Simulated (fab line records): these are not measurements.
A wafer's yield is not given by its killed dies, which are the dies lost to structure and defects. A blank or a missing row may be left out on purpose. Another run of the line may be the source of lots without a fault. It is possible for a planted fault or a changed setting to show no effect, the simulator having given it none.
Split-lot study | flow n5 finfet | route with 1938 steps; 7 lots, 21 wafers read

== ABOUT THE SPLIT ==
At N5_PASSIVATION_EXPOSE_27 (exposes mask PAD, defocus 0 nm), the setting dose mj was moved away from the recipe's 32.3 on 9 of the 21 wafers read, by -4.2% to +5.0%. The other wafers ran this setting at the recipe's value.

== FROM THE SPLIT TO THE READING: what the file shows between them, 3 steps ==
- N5_PASSIVATION_PEB_28
- N5_PASSIVATION_DEVELOP_29: develop time 60 s
- N5_PASSIVATION_HARDBAKE_31: time 120 s

== THE READING ==
Shown in nm: cd nm at N5_PASSIVATION_CD_MEAS_30, with target cd 4000 nm. Fault-free wafers of this fab line usually give 4000.2 nm, standard deviation 2 nm.

wafer  | tool, chamber at the split | dose mj as run | against the recipe | cd nm, nm | against lot-mates on the recipe
L075.2 | krf scanner-02, 0          | 33.7           | +4.3%              | 4007.6    | +5.4
L075.5 | krf scanner-02, 0          | 33.7           | +4.3%              | 4008.1    | +5.9
L075.6 | krf scanner-02, 0          | 32.3           | recipe             | 4002.2    | -
L081.1 | krf scanner-01, 0          | 32.98          | +2.1%              | 4000.8    | +5.2
L081.2 | krf scanner-01, 0          | 32.98          | +2.1%              | 4001.5    | +5.9
L081.5 | krf scanner-01, 0          | 32.3           | recipe             | 3995.6    | -
L086.2 | krf scanner-02, 0          | 32.3           | recipe             | 4000.0    | -
L086.3 | krf scanner-02, 0          | 32.3           | recipe             | 4000.6    | -
L086.6 | krf scanner-02, 0          | 32.3           | recipe             | 4001.3    | -
L084.2 | krf scanner-01, 0          | 32.3           | recipe             | 3999.7    | -
L084.3 | krf scanner-01, 0          | 32.3           | recipe             | 3999.2    | -
L084.6 | krf scanner-01, 0          | 32.3           | recipe             | 4002.7    | -
L091.2 | krf scanner-01, 0          | 33.9           | +5.0%              | 4009.4    | no lot-mate on the recipe
L091.3 | krf scanner-01, 0          | 33.9           | +5.0%              | 4008.4    | no lot-mate on the recipe
L091.5 | krf scanner-01, 0          | 33.9           | +5.0%              | 4007.4    | no lot-mate on the recipe
L090.2 | krf scanner-01, 0          | 30.95          | -4.2%              | 3989.3    | -8.4
L090.5 | krf scanner-01, 0          | 32.3           | recipe             | 3996.9    | -
L090.6 | krf scanner-01, 0          | 32.3           | recipe             | 3998.6    | -
L097.1 | krf scanner-01, 0          | 32.3           | recipe             | 3999.1    | -
L097.2 | krf scanner-01, 0          | 32.3           | recipe             | 3998.5    | -
L097.4 | krf scanner-01, 0          | 33.91          | +5.0%              | 4010.4    | +11.6

FIT RESULTS
A straight line over all 21 wafers: cd nm changes by +1.97 nm for each +1% of dose mj; r = +0.94; the points scatter about the line by 1.9 nm.
The same after taking each lot's own level away (the mean of its wafers on the recipe; 18 wafers): +1.86 nm for each +1%; r = +0.94; scatter 1.4 nm.
The reading moves by 9.3 nm for the largest change in dose mj, on that fit.
From 3995.60 to 4002.20 nm: that is the span of the lots' own levels, equal to 3.3 times the standard deviation above.
So the lot-to-lot level changes the slope little: the two slopes agree.
Check: for one of the wafers moved furthest among these (+5.0%), held out of the fit, the line's prediction against its lot-mates is +8.38 nm. It came out at +11.6 nm against them.

== FILE'S OWN FIT ==
cd nm changes by +1.97 nm for each +1% of dose mj, r = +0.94.
